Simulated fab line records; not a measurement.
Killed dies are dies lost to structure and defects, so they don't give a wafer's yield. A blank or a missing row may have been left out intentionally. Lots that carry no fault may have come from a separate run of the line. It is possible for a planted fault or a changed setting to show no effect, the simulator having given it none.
fab line records	flow n5_finfet
[record] lots = 24	wafers = 72	last_day = 19
route steps=1938 shown DUMMY_REMOVAL@381 HKMG_FIN@407 GATE_CUT@493 MOL_CONTACT_COAG@526
lots with no fault: from the same line, run without faults
start_h: the number of hours between the record's first day and the start of the first shown wafer of the lot	wait_h: hours from the lot's prior step to this one	" identical to the entry in the row above	L1.1+2: one row covering several wafers at once	- no value present, or no start provided	* or withheld: withheld	< > ~ a bound
route shown NAME@n: names a module that has steps shown in the file, with the first one's number in the route	usual: mean/standard deviation of fault-free wafers	same: alike in all rows	chamber/n: place in a boat	sites: per-site readings	_std_site: their standard deviation	_edge_site: outer sites' mean less inner sites'	radius_mm: how far each site lies from the wafer's centre	mask NAME#n: copy n	behind: the tool/chamber that last shaped the wafer	hold: cause of the lot's hold/its duration in hours/its outcome	device: the n, p or np transistor that did not switch	end of line: at the end of the route, the tests of the same wafers	a step given without rows: its recipe and nothing more	killed: dies lost to structure and defects at the first sort, not the wafer's yield	map: shows each die of a wafer: x if killed, . if not, _ if none is there
set.NAME: the setting the step ran with; set.NAME@STEP: the setting that earlier step ran with	model.NAME: the simulator's own value behind a step, which no gauge read
one table for each step of the route and one row for each wafer, over a sample of lots
services: when a tool's chamber went out of use (start_h, in hours from the record's first day, below 0 if earlier), for how many hours, and the reason
[[steps]]
[step N5_DUMMY_REMOVAL_INSPECT_06]
[recipe] inspect_instrument = brightfield	mode = aei
[usual] raw_defect_count = 13/6.4
lot.wafer	tool	chamber	start_h	wait_h	raw_defect_count
L074.1	defect_inspect-01	-	72.67	0.0	11
L074.4	"	-	"	"	22
L074.6	"	-	"	"	16
L075.2	defect_inspect-02	-	77.86	0.0	8
L075.4	"	-	"	"	10
L075.5	"	-	"	"	5
L077.1	defect_inspect-02	-	88.18	0.0	15
L077.2	"	-	"	"	8
L077.4	"	-	"	"	18
L078.1	defect_inspect-02	-	94.42	0.0	9
L078.2	"	-	"	"	10
L078.4	"	-	"	"	8
L079.1	defect_inspect-02	-	98.66	0.0	14
L079.4	"	-	"	"	8
L079.6	"	-	"	"	8
L080.2	defect_inspect-01	-	106.21	0.0	12
L080.3	"	-	"	"	15
L080.4	"	-	"	"	20
L081.3	defect_inspect-02	-	112.96	0.0	22
L081.4	"	-	"	"	28
L081.6	"	-	"	"	14
L082.3	defect_inspect-02	-	121.47	0.0	20
L082.4	"	-	"	"	9
L082.6	"	-	"	"	4
L083.2	defect_inspect-01	-	125.77	0.0	19
L083.5	"	-	"	"	21
L083.6	"	-	"	"	19
L084.1	defect_inspect-01	-	131.99	0.0	4
L084.3	"	-	"	"	6
L084.5	"	-	"	"	5
L085.2	defect_inspect-01	-	136.16	0.0	15
L085.4	"	-	"	"	9
L085.6	"	-	"	"	17
L086.1	defect_inspect-01	-	141.11	0.0	11
L086.2	"	-	"	"	19
L086.3	"	-	"	"	25
L087.1	defect_inspect-02	-	146.70	0.0	6
L087.2	"	-	"	"	7
L087.5	"	-	"	"	15
L088.1	defect_inspect-02	-	152.31	0.0	11
L088.4	"	-	"	"	12
L088.5	"	-	"	"	5
L089.1	defect_inspect-02	-	158.64	0.0	12
L089.4	"	-	"	"	10
L089.6	"	-	"	"	5
L090.1	defect_inspect-02	-	166.89	0.0	29
L090.5	"	-	"	"	36
L090.6	"	-	"	"	13
L091.1	defect_inspect-01	-	170.98	0.0	13
L091.2	"	-	"	"	10
L091.4	"	-	"	"	11
L092.2	defect_inspect-01	-	177.15	0.0	27
L092.4	"	-	"	"	3
L092.5	"	-	"	"	5
L093.2	defect_inspect-02	-	187.99	0.0	15
L093.4	"	-	"	"	12
L093.6	"	-	"	"	8
L076.2	defect_inspect-01	-	188.40	0.0	18
L076.3	"	-	"	"	12
L076.5	"	-	"	"	14
L094.4	defect_inspect-02	-	197.02	0.0	5
L094.5	"	-	"	"	14
L094.6	"	-	"	"	7
L095.1	defect_inspect-01	-	204.40	0.0	20
L095.3	"	-	"	"	18
L095.6	"	-	"	"	6
L097.1	defect_inspect-01	-	208.41	0.0	12
L097.3	"	-	"	"	11
L097.6	"	-	"	"	18
L096.1	defect_inspect-01	-	209.72	0.0	11
L096.3	"	-	"	"	11
L096.4	"	-	"	"	6
[step N5_HKMG_FIN_STRIP_93]
[recipe] chemistry = N2/H2	material = SOC	time_s = 20	power_w = 500	temp_c = 40	pressure_mtorr = 50	rf_frequency_hz = 6e+07	bias_power_w = 8	h2_frac = 0.5	n2_flow_sccm = 300	h2_flow_sccm = 300
[usual] drypump_motor_current_A = 5.6/0.34	oes_product_au = 0.77/0.073	power_w = 500.1/1.5	rf_vpp_V = 54.3/0.86	showerhead_plenum_p_Torr = 3.40/0.085	throttle_valve_pct = 19.0/0.44
lot.wafer	tool	chamber	start_h	wait_h	drypump_motor_current_A	oes_product_au	power_w	rf_hours_counter_h	rf_vpp_V	showerhead_plenum_p_Torr	throttle_valve_pct
L074.1	rie_diel-06	3	75.02	0.2	5.1	0.76	498.0	144	55.5	3.51	20.0
L074.4	"	2	"	"	5.5	0.86	498.4	51	54.8	3.41	18.7
L074.6	"	0	"	"	5.9	0.90	501.7	-	56.0	3.28	18.4
L075.2	rie_diel-01	0	80.42	0.2	5.7	0.90	499.6	25	54.2	3.59	18.7
L075.4	"	1	"	"	5.5	0.79	498.8	141	55.6	3.52	19.1
L075.5	"	1	"	"	5.5	0.79	502.1	-	53.7	3.51	19.1
L077.1	rie_diel-03	2	90.30	0.2	6.3	0.72	502.3	170	53.7	3.33	18.6
L077.2	"	3	"	"	5.1	0.75	502.8	131	52.8	3.39	19.2
L077.4	"	1	"	"	5.8	0.78	499.4	85	54.6	3.38	18.7
L078.1	rie_diel-03	0	96.62	0.2	5.4	0.69	498.0	221	54.9	3.42	18.8
L078.2	"	2	"	"	6.2	0.73	500.5	173	55.4	3.33	18.6
L078.4	"	3	"	"	5.1	0.75	501.4	134	52.9	3.39	19.2
L079.1	rie_diel-03	0	100.79	0.2	5.3	0.69	497.6	222	53.8	3.42	18.8
L079.4	"	1	"	"	5.8	0.79	501.1	89	54.4	3.37	18.7
L079.6	"	2	"	"	6.3	0.72	500.6	-	54.0	3.33	18.6
L080.2	rie_diel-06	0	108.53	0.2	5.9	0.89	499.4	51	54.5	3.27	18.4
L080.3	"	1	"	"	5.6	0.74	500.1	205	53.0	3.45	19.3
L080.4	"	2	"	"	5.5	0.85	499.7	63	54.9	3.40	18.8
L081.3	rie_diel-06	3	115.27	0.2	5.2	0.74	501.0	158	53.1	3.50	20.0
L081.4	"	3	"	"	5.2	0.75	500.1	-	54.3	3.50	20.0
L081.6	"	0	"	"	5.9	0.88	500.2	-	54.6	3.27	18.4
L082.3	rie_diel-03	0	123.46	0.2	5.3	0.68	502.1	230	53.6	3.41	18.8
L082.4	"	1	"	"	5.8	0.78	502.7	97	54.4	3.37	18.7
L082.6	"	2	"	"	6.3	0.72	500.7	-	54.8	3.32	18.6
L083.2	rie_diel-01	0	127.91	0.2	5.7	0.90	497.5	39	54.5	3.58	18.8
L083.5	"	3	"	"	5.5	0.90	498.8	-	53.9	3.30	19.0
L083.6	"	0	"	"	5.7	0.89	498.6	-	54.5	3.58	18.8
L084.1	rie_diel-01	1	134.16	0.2	5.5	0.76	499.3	159	54.7	3.50	19.1
L084.3	"	2	"	"	5.7	0.68	501.6	215	54.1	3.47	19.9
L084.5	"	0	"	"	5.7	0.88	498.8	-	54.7	3.58	18.7
L085.2	rie_diel-03	0	138.18	0.2	5.3	0.68	500.8	234	54.1	3.41	18.9
L085.4	"	1	"	"	5.8	0.77	501.7	101	55.3	3.37	18.8
L085.6	"	2	"	"	6.3	0.71	496.8	-	55.2	3.32	18.6
L086.1	rie_diel-03	1	143.25	0.2	5.8	0.77	499.7	103	55.1	3.37	18.7
L086.2	"	2	"	"	6.3	0.71	499.1	191	54.8	3.32	18.6
L086.3	"	3	"	"	5.1	0.74	500.5	150	54.6	3.38	19.3
L087.1	rie_diel-03	2	148.91	0.2	6.3	0.71	498.8	193	54.0	3.32	18.6
L087.2	"	0	"	"	5.3	0.67	499.0	238	54.1	3.41	18.8
L087.5	"	0	"	"	5.3	0.67	498.0	-	54.3	3.41	18.8
L088.1	rie_diel-01	0	154.64	0.2	5.8	0.88	497.3	50	53.6	3.58	18.8
L088.4	"	2	"	"	5.7	0.67	500.0	223	54.1	3.47	19.8
L088.5	"	1	"	"	5.5	0.77	500.5	-	54.7	3.50	19.1
L089.1	rie_diel-03	3	160.79	0.2	5.2	0.73	502.7	157	54.0	3.37	19.2
L089.4	"	2	"	"	6.3	0.71	498.4	197	54.6	3.31	18.6
L089.6	"	2	"	"	6.3	0.70	497.9	-	54.3	3.31	18.6
L090.1	rie_diel-03	2	169.03	0.2	6.3	0.70	499.2	200	55.2	3.31	18.6
L090.5	"	2	"	"	6.3	0.71	500.5	-	54.1	3.31	18.6
L090.6	"	1	"	"	5.8	0.76	501.4	-	54.9	3.36	18.8
L091.1	rie_diel-06	3	173.27	0.2	5.1	0.73	500.3	178	54.7	3.49	20.1
L091.2	"	0	"	"	5.9	0.85	499.5	73	53.1	3.26	18.4
L091.4	"	2	"	"	5.5	0.83	501.0	77	53.1	3.40	18.8
L092.2	rie_diel-06	1	179.43	0.2	5.7	0.72	497.3	228	55.0	3.43	19.3
L092.4	"	3	"	"	5.1	0.73	498.6	180	54.4	3.49	20.1
L092.5	"	3	"	"	5.2	0.73	499.7	-	53.5	3.49	20.1
L093.2	rie_diel-03	0	190.45	0.2	5.3	0.69	498.9	250	53.7	3.40	18.9
L093.4	"	1	"	"	5.8	0.76	502.9	121	53.2	3.36	18.8
L093.6	"	3	"	"	5.2	0.72	499.2	-	53.1	3.37	19.3
L076.2	rie_diel-01	2	191.30	0.2	5.7	0.67	500.1	235	53.4	3.46	19.9
L076.3	"	3	"	"	5.5	0.86	504.0	44	53.2	3.29	19.0
L076.5	"	0	"	"	5.7	0.86	500.4	-	55.3	3.57	18.8
L094.4	rie_diel-01	2	199.18	0.0	5.7	0.67	499.3	-	54.6	3.46	19.9
L094.5	"	1	"	"	5.5	0.76	500.7	-	53.5	3.49	19.1
L094.6	"	3	"	"	5.5	0.86	502.5	-	52.7	3.29	19.0
L095.1	rie_diel-06	0	206.44	0.2	5.9	0.84	502.1	84	53.6	3.25	18.5
L095.3	"	2	"	"	5.5	0.82	500.4	87	53.9	3.39	18.8
L095.6	"	1	"	"	5.7	0.72	501.2	-	53.3	3.43	19.3
L097.1	rie_diel-06	1	210.75	0.2	5.7	0.71	501.0	238	53.7	3.43	19.3
L097.3	"	2	"	"	5.5	0.82	500.8	89	53.4	3.39	18.8
L097.6	"	1	"	"	5.6	0.71	501.7	-	55.4	3.43	19.3
L096.1	rie_diel-03	1	211.87	0.2	5.8	0.75	500.1	129	55.5	3.35	18.8
L096.3	"	2	"	"	6.3	0.68	499.0	216	54.0	3.30	18.7
L096.4	"	3	"	"	5.2	0.71	500.8	175	55.1	3.36	19.3
[step N5_HKMG_FIN_STRIP_88]
[recipe] chemistry = N2/H2	power_w = 2500	temp_c = 300	h2_frac = 0.65	time_s = 360	pressure_mtorr = withheld	n2_flow_sccm = 1750	h2_flow_sccm = 3250
[usual] drypump_motor_current_A = 5.73/0.14	heater_power_w = 500/27
lot.wafer	tool	chamber	start_h	wait_h	drypump_motor_current_A	heater_power_w	rf_hours_counter_h
L074.1	plasma_asher-02	1	79.81	0.0	5.56	498	89
L074.4	"	1	"	"	5.55	487	-
L074.6	"	1	"	"	5.56	486	-
L075.2	plasma_asher-02	1	84.73	0.0	5.58	478	90
L075.4	"	1	"	"	5.59	483	-
L075.5	"	1	"	"	5.55	499	-
L077.1	plasma_asher-01	1	94.68	0.0	5.64	471	37
L077.2	"	0	"	"	5.86	539	37
L077.4	"	1	"	"	5.62	470	-
L078.1	plasma_asher-02	1	100.83	0.0	5.57	496	93
L078.2	"	0	"	"	5.86	486	93
L078.4	"	1	"	"	5.57	496	-
L079.1	plasma_asher-01	0	105.86	0.0	5.86	548	39
L079.4	"	0	"	"	5.79	557	-
L079.6	"	1	"	"	5.63	463	-
L080.2	plasma_asher-02	1	112.88	0.0	5.60	500	95
L080.3	"	0	"	"	5.83	486	-
L080.4	"	1	"	"	5.58	504	-
L081.3	plasma_asher-01	1	119.60	0.1	5.65	477	-
L081.4	"	0	"	"	5.92	536	-
L081.6	"	0	"	"	5.89	542	-
L082.3	plasma_asher-02	1	127.93	0.1	5.57	502	-
L082.4	"	0	"	"	5.83	493	-
L082.6	"	1	"	"	5.56	494	-
L083.2	plasma_asher-02	1	132.25	0.0	5.58	506	99
L083.5	"	0	"	"	5.80	491	-
L083.6	"	1	"	"	5.57	491	-
L084.1	plasma_asher-02	0	138.51	0.1	5.81	505	100
L084.3	"	0	"	"	5.86	504	-
L084.5	"	0	"	"	5.84	495	-
L085.2	plasma_asher-01	0	142.46	0.0	5.90	537	47
L085.4	"	1	"	"	5.65	474	-
L085.6	"	0	"	"	5.98	547	-
L086.1	plasma_asher-01	0	147.57	0.0	5.87	539	48
L086.2	"	1	"	"	5.64	474	48
L086.3	"	0	"	"	5.89	539	-
L087.1	plasma_asher-01	1	153.33	0.0	5.65	457	50
L087.2	"	0	"	"	5.92	541	50
L087.5	"	0	"	"	5.85	541	-
L088.1	plasma_asher-01	0	159.27	0.0	5.95	534	52
L088.4	"	0	"	"	5.90	538	-
L088.5	"	1	"	"	5.64	465	-
L089.1	plasma_asher-01	1	164.90	0.0	5.65	467	54
L089.4	"	0	"	"	5.90	534	-
L089.6	"	1	"	"	5.65	470	-
L090.1	plasma_asher-02	1	173.47	0.0	5.56	489	104
L090.5	"	1	"	"	5.56	495	-
L090.6	"	0	"	"	5.87	489	-
L091.1	plasma_asher-01	0	177.78	0.0	5.89	536	56
L091.2	"	1	"	"	5.63	470	56
L091.4	"	1	"	"	5.65	463	-
L092.2	plasma_asher-02	1	184.12	0.0	5.58	499	106
L092.4	"	1	"	"	5.56	504	-
L092.5	"	0	"	"	5.84	514	-
L093.2	plasma_asher-02	1	194.83	0.0	5.56	493	108
L093.4	"	1	"	"	5.58	495	-
L093.6	"	1	"	"	5.55	486	-
L076.2	plasma_asher-02	0	195.67	0.0	5.85	485	109
L076.3	"	1	"	"	5.59	504	-
L076.5	"	0	"	"	5.85	494	-
L094.4	plasma_asher-02	1	203.50	0.1	5.58	487	-
L094.5	"	0	"	"	5.79	488	-
L094.6	"	1	"	"	5.58	509	-
L095.1	plasma_asher-01	1	210.63	0.0	5.64	470	63
L095.3	"	0	"	"	5.91	546	-
L095.6	"	1	"	"	5.62	473	-
L097.1	plasma_asher-01	1	215.98	0.0	5.64	465	64
L097.3	"	1	"	"	5.64	458	-
L097.6	"	1	"	"	5.63	469	-
L096.1	plasma_asher-02	1	216.69	0.0	5.58	487	113
L096.3	"	0	"	"	5.85	509	-
L096.4	"	1	"	"	5.59	506	-
[step N5_GATE_CUT_ETCH_37]
[recipe] chemistry = N2/H2	target = SOC	target_depth_a = 600	overetch_a = 120	mask_material = SiARC	temp_c = 40	time_s = 90	ion_energy_ev = 200	pressure_mtorr = 30	source_w = 840	bias_w = 150	n2_flow_sccm = 200	h2_flow_sccm = 200
[usual] drypump_motor_current_A = 5.5/0.38	oes_product_au = 0.70/0.068	rf_vpp_V = 524.7/2.2	showerhead_plenum_p_Torr = 2.58/0.077	throttle_valve_pct = 17.98/0.25
lot.wafer	tool	chamber	start_h	wait_h	drypump_motor_current_A	oes_product_au	rf_hours_counter_h	rf_vpp_V	showerhead_plenum_p_Torr	throttle_valve_pct
L074.1	rie_diel-05	3	86.83	0.0	5.4	0.68	145	519.9	2.43	17.67
L074.4	"	1	"	"	6.2	0.76	55	525.3	2.60	18.12
L074.6	"	2	"	"	5.7	0.70	-	521.4	2.44	17.96
L075.2	rie_diel-05	3	91.81	0.0	5.4	0.69	146	519.7	2.43	17.66
L075.4	"	1	"	"	6.2	0.75	56	524.6	2.60	18.12
L075.5	"	0	"	"	5.0	0.61	-	525.8	2.64	18.60
L077.1	rie_diel-04	2	101.40	0.0	5.0	0.61	242	525.5	2.60	18.18
L077.2	"	0	"	"	5.5	0.67	165	526.1	2.65	17.65
L077.4	"	1	"	"	5.0	0.70	121	527.8	2.65	17.79
L078.1	rie_diel-05	3	108.04	0.0	5.4	0.69	151	520.3	2.43	17.68
L078.2	"	1	"	"	6.1	0.75	61	524.7	2.60	18.14
L078.4	"	0	"	"	4.9	0.62	229	526.2	2.64	18.62
L079.1	rie_diel-04	1	112.47	0.0	5.0	0.69	125	525.8	2.65	17.81
L079.4	"	0	"	"	5.5	0.67	169	526.6	2.65	17.65
L079.6	"	0	"	"	5.4	0.67	-	527.2	2.65	17.64
L080.2	rie_diel-04	1	119.66	0.0	5.0	0.69	127	527.8	2.65	17.81
L080.3	"	3	"	"	5.4	0.62	208	523.1	2.53	18.22
L080.4	"	0	"	"	5.4	0.68	171	525.3	2.65	17.64
L081.3	rie_diel-02	1	126.33	0.0	6.0	0.81	30	525.6	2.59	18.10
L081.4	"	1	"	"	6.1	0.80	-	525.9	2.59	18.09
L081.6	"	2	"	"	5.7	0.68	-	527.3	2.66	17.83
L082.3	rie_diel-04	1	134.69	0.0	5.0	0.70	131	527.5	2.65	17.84
L082.4	"	0	"	"	5.5	0.67	-	527.2	2.65	17.66
L082.6	"	1	"	"	5.0	0.69	-	525.4	2.65	17.81
L083.2	rie_diel-02	0	139.55	0.0	5.6	0.71	95	525.1	2.58	17.99
L083.5	"	0	"	"	5.6	0.72	-	524.4	2.58	18.02
L083.6	"	3	"	"	5.7	0.86	-	528.6	2.73	17.65
L084.1	rie_diel-05	2	145.53	0.0	5.6	0.68	141	519.8	2.43	18.00
L084.3	"	1	"	"	6.2	0.74	72	525.8	2.59	18.15
L084.5	"	2	"	"	5.6	0.69	-	521.0	2.43	17.98
L085.2	rie_diel-05	2	149.96	0.0	5.7	0.68	143	519.8	2.43	18.00
L085.4	"	0	"	"	4.9	0.60	241	526.6	2.63	18.64
L085.6	"	0	"	"	5.0	0.61	-	525.7	2.63	18.62
L086.1	rie_diel-04	3	155.40	0.0	5.4	0.61	221	523.7	2.53	18.23
L086.2	"	0	"	"	5.5	0.66	183	527.1	2.64	17.66
L086.3	"	1	"	"	5.0	0.69	140	527.4	2.64	17.85
L087.1	rie_diel-05	2	160.08	0.0	5.7	0.68	146	520.2	2.43	18.00
L087.2	"	0	"	"	4.9	0.60	244	525.1	2.63	18.63
L087.5	"	2	"	"	5.7	0.68	-	521.2	2.43	18.01
L088.1	rie_diel-04	3	166.29	0.0	5.4	0.61	224	522.9	2.53	18.23
L088.4	"	0	"	"	5.4	0.66	187	526.2	2.64	17.68
L088.5	"	1	"	"	5.0	0.69	-	527.0	2.64	17.86
L089.1	rie_diel-04	3	172.35	0.0	5.3	0.62	225	525.3	2.53	18.24
L089.4	"	2	"	"	4.9	0.84	5	526.3	2.60	17.78
L089.6	"	3	"	"	5.4	0.61	-	523.9	2.53	18.25
L090.1	rie_diel-04	2	180.34	0.0	5.0	0.83	7	525.1	2.60	17.80
L090.5	"	0	"	"	5.5	0.67	-	525.4	2.64	17.68
L090.6	"	3	"	"	5.4	0.61	-	523.2	2.52	18.23
L091.1	rie_diel-02	2	185.67	0.0	5.7	0.67	156	527.1	2.65	17.87
L091.2	"	1	"	"	6.1	0.78	48	524.3	2.58	18.12
L091.4	"	0	"	"	5.6	0.70	109	523.9	2.58	18.03
L092.2	rie_diel-02	1	191.08	0.0	6.1	0.78	49	526.0	2.58	18.13
L092.4	"	2	"	"	5.7	0.67	158	524.6	2.65	17.86
L092.5	"	2	"	"	5.7	0.67	-	526.6	2.65	17.87
L093.2	rie_diel-05	2	202.28	0.0	5.7	0.67	161	519.8	2.43	18.02
L093.4	"	3	"	"	5.3	0.66	-	520.3	2.42	17.71
L093.6	"	2	"	"	5.7	0.67	-	520.8	2.43	18.03
L076.2	rie_diel-04	3	202.93	0.0	5.4	0.60	234	522.3	2.52	18.25
L076.3	"	1	"	"	5.0	0.68	152	527.4	2.64	17.86
L076.5	"	2	"	"	5.0	0.81	-	526.5	2.59	17.79
L094.4	rie_diel-04	0	210.01	0.0	5.5	0.65	200	526.4	2.64	17.71
L094.5	"	2	"	"	5.0	0.81	-	525.7	2.59	17.81
L094.6	"	1	"	"	5.0	0.67	-	525.2	2.64	17.87
L095.1	rie_diel-04	2	217.58	0.0	5.0	0.81	18	524.2	2.59	17.82
L095.3	"	0	"	"	5.5	0.65	202	525.9	2.63	17.69
L095.6	"	0	"	"	5.5	0.66	-	527.0	2.63	17.70
L097.1	rie_diel-02	3	222.98	0.0	5.7	0.80	24	528.1	2.72	17.68
L097.3	"	2	"	"	5.7	0.66	165	526.1	2.65	17.86
L097.6	"	1	"	"	6.0	0.76	-	524.9	2.58	18.15
L096.1	rie_diel-02	1	224.02	0.0	6.0	0.77	57	525.0	2.58	18.13
L096.3	"	0	"	"	5.5	0.69	117	524.7	2.57	18.03
L096.4	"	2	"	"	5.7	0.67	166	526.0	2.65	17.87
[step N5_GATE_CUT_INSPECT_26]
[recipe] inspect_instrument = darkfield	mode = post_cmp
[usual] raw_defect_count = 44/20
lot.wafer	tool	chamber	start_h	wait_h	raw_defect_count
L074.1	defect_inspect-02	-	90.28	0.0	136
L074.4	"	-	"	"	79
L074.6	"	-	"	"	72
L075.2	defect_inspect-01	-	95.48	0.0	56
L075.4	"	-	"	"	37
L075.5	"	-	"	"	49
L077.1	defect_inspect-02	-	104.68	0.0	26
L077.2	"	-	"	"	35
L077.4	"	-	"	"	44
L078.1	defect_inspect-01	-	111.44	0.0	52
L078.2	"	-	"	"	35
L078.4	"	-	"	"	36
L079.1	defect_inspect-02	-	115.76	0.0	36
L079.4	"	-	"	"	26
L079.6	"	-	"	"	32
L080.2	defect_inspect-02	-	122.96	0.0	47
L080.3	"	-	"	"	43
L080.4	"	-	"	"	45
L081.3	defect_inspect-02	-	129.62	0.0	37
L081.4	"	-	"	"	39
L081.6	"	-	"	"	30
L082.3	defect_inspect-01	-	138.61	0.0	33
L082.4	"	-	"	"	55
L082.6	"	-	"	"	59
L083.2	defect_inspect-02	-	142.85	0.0	44
L083.5	"	-	"	"	79
L083.6	"	-	"	"	41
L084.1	defect_inspect-02	-	149.49	0.0	41
L084.3	"	-	"	"	40
L084.5	"	-	"	"	42
L085.2	defect_inspect-01	-	153.24	0.0	53
L085.4	"	-	"	"	47
L085.6	"	-	"	"	55
L086.1	defect_inspect-01	-	158.72	0.0	48
L086.2	"	-	"	"	40
L086.3	"	-	"	"	67
L087.1	defect_inspect-02	-	163.36	0.0	97
L087.2	"	-	"	"	58
L087.5	"	-	"	"	33
L088.1	defect_inspect-01	-	169.84	0.0	34
L088.4	"	-	"	"	15
L088.5	"	-	"	"	30
L089.1	defect_inspect-01	-	175.64	0.0	38
L089.4	"	-	"	"	22
L089.6	"	-	"	"	18
L090.1	defect_inspect-02	-	184.72	0.0	51
L090.5	"	-	"	"	26
L090.6	"	-	"	"	24
L091.1	defect_inspect-01	-	190.35	0.0	39
L091.2	"	-	"	"	21
L091.4	"	-	"	"	13
L092.2	defect_inspect-02	-	194.64	0.0	26
L092.4	"	-	"	"	35
L092.5	"	-	"	"	35
L093.2	defect_inspect-01	-	206.26	0.0	45
L093.4	"	-	"	"	21
L093.6	"	-	"	"	52
L076.2	defect_inspect-01	-	206.81	0.3	67
L076.3	"	-	"	"	51
L076.5	"	-	"	"	56
L094.4	defect_inspect-01	-	213.30	0.0	18
L094.5	"	-	"	"	57
L094.6	"	-	"	"	49
L095.1	defect_inspect-02	-	220.97	0.0	28
L095.3	"	-	"	"	34
L095.6	"	-	"	"	47
L097.1	defect_inspect-02	-	226.26	0.0	41
L097.3	"	-	"	"	33
L097.6	"	-	"	"	26
L096.1	defect_inspect-02	-	227.30	0.0	34
L096.3	"	-	"	"	35
L096.4	"	-	"	"	17
[step N5_MOL_CONTACT_COAG_CD_MEAS_08]
[recipe] target_cd_nm = 28	landing_energy_ev = 500	detector = se_inlens	polarity = opening
[usual] cd_nm = 28.09/0.24
lot.wafer	tool	chamber	start_h	wait_h	cd_nm
L074.1	cd_sem-01	0	90.57	-	28.58
L074.4	"	0	"	"	28.21
L074.6	"	0	"	"	28.13
L075.2	cd_sem-01	0	95.78	-	27.98
L075.4	"	0	"	"	28.12
L075.5	"	0	"	"	28.31
L077.1	cd_sem-02	0	105.10	-	28.28
L077.2	"	0	"	"	28.25
L077.4	"	0	"	"	27.79
L078.1	cd_sem-03	0	111.74	-	28.23
L078.2	"	0	"	"	28.02
L078.4	"	0	"	"	28.02
L079.1	cd_sem-01	0	116.19	-	28.09
L079.4	"	0	"	"	28.37
L079.6	"	0	"	"	27.88
L080.2	cd_sem-01	0	123.38	-	28.09
L080.3	"	0	"	"	28.33
L080.4	"	0	"	"	28.05
L081.3	cd_sem-01	0	130.04	-	28.10
L081.4	"	0	"	"	27.79
L081.6	"	0	"	"	27.96
L082.3	cd_sem-03	0	138.91	-	27.89
L082.4	"	0	"	"	28.03
L082.6	"	0	"	"	28.17
L083.2	cd_sem-03	0	143.15	-	27.90
L083.5	"	0	"	"	28.02
L083.6	"	0	"	"	27.76
L084.1	cd_sem-01	0	149.80	-	27.93
L084.3	"	0	"	"	27.92
L084.5	"	0	"	"	28.36
L085.2	cd_sem-01	0	153.67	-	27.99
L085.4	"	0	"	"	28.20
L085.6	"	0	"	"	28.18
L086.1	cd_sem-02	0	159.14	-	28.01
L086.2	"	0	"	"	28.48
L086.3	"	0	"	"	28.19
L087.1	cd_sem-03	0	163.78	-	28.21
L087.2	"	0	"	"	27.77
L087.5	"	0	"	"	28.10
L088.1	cd_sem-03	0	170.14	-	28.40
L088.4	"	0	"	"	28.18
L088.5	"	0	"	"	27.93
L089.1	cd_sem-03	0	176.06	-	27.79
L089.4	"	0	"	"	27.47
L089.6	"	0	"	"	28.05
L090.1	cd_sem-03	0	185.02	-	27.96
L090.5	"	0	"	"	28.19
L090.6	"	0	"	"	27.76
L091.1	cd_sem-02	0	190.65	-	28.28
L091.2	"	0	"	"	27.93
L091.4	"	0	"	"	28.05
L092.2	cd_sem-02	0	194.93	-	28.28
L092.4	"	0	"	"	28.60
L092.5	"	0	"	"	27.62
L093.2	cd_sem-02	0	206.56	-	28.09
L093.4	"	0	"	"	28.33
L093.6	"	0	"	"	28.30
L076.2	cd_sem-01	0	207.23	-	28.27
L076.3	"	0	"	"	28.04
L076.5	"	0	"	"	27.78
L094.4	cd_sem-01	0	213.76	-	27.84
L094.5	"	0	"	"	27.91
L094.6	"	0	"	"	28.04
L095.1	cd_sem-01	0	221.27	-	28.03
L095.3	"	0	"	"	28.02
L095.6	"	0	"	"	28.06
L097.1	cd_sem-02	0	226.68	-	28.02
L097.3	"	0	"	"	27.84
L097.6	"	0	"	"	28.71
L096.1	cd_sem-03	0	227.72	-	27.81
L096.3	"	0	"	"	28.43
L096.4	"	0	"	"	28.37
[[services]]
tool	chamber	start_h	hours	kind
rie_diel-04	-	54.55	14.6	pm
rie_diel-02	3	66.11	4.3	repair
rie_diel-05	0	66.63	1.9	repair
rie_diel-01	2	87.98	4.9	repair
rie_diel-04	-	95.90	0.4	repair
rie_diel-01	3	105.08	9.1	repair
rie_diel-01	0	113.19	5.2	repair
rie_diel-06	2	113.32	8.0	repair
plasma_asher-02	-	120.05	2.5	pm
rie_diel-05	2	128.71	1.6	repair
rie_diel-04	2	130.35	-	clean
rie_diel-04	2	130.35	-	consumable_replace:focus_ring
rie_diel-04	2	130.35	22.3	scheduled_down
rie_diel-04	2	130.35	22.3	vent_cycle
rie_diel-05	-	139.60	0.4	repair
rie_diel-06	2	144.85	12.2	repair
plasma_asher-02	-	146.20	4.0	pm
rie_diel-03	0	170.10	5.9	repair
rie_diel-02	-	180.09	1.3	repair
rie_diel-03	0	190.51	-	clean
rie_diel-01	0	198.22	3.0	repair
rie_diel-05	1	213.02	4.7	repair
rie_diel-04	1	214.95	6.7	repair
rie_diel-04	1	222.61	13.5	repair
[[key]]
fault none
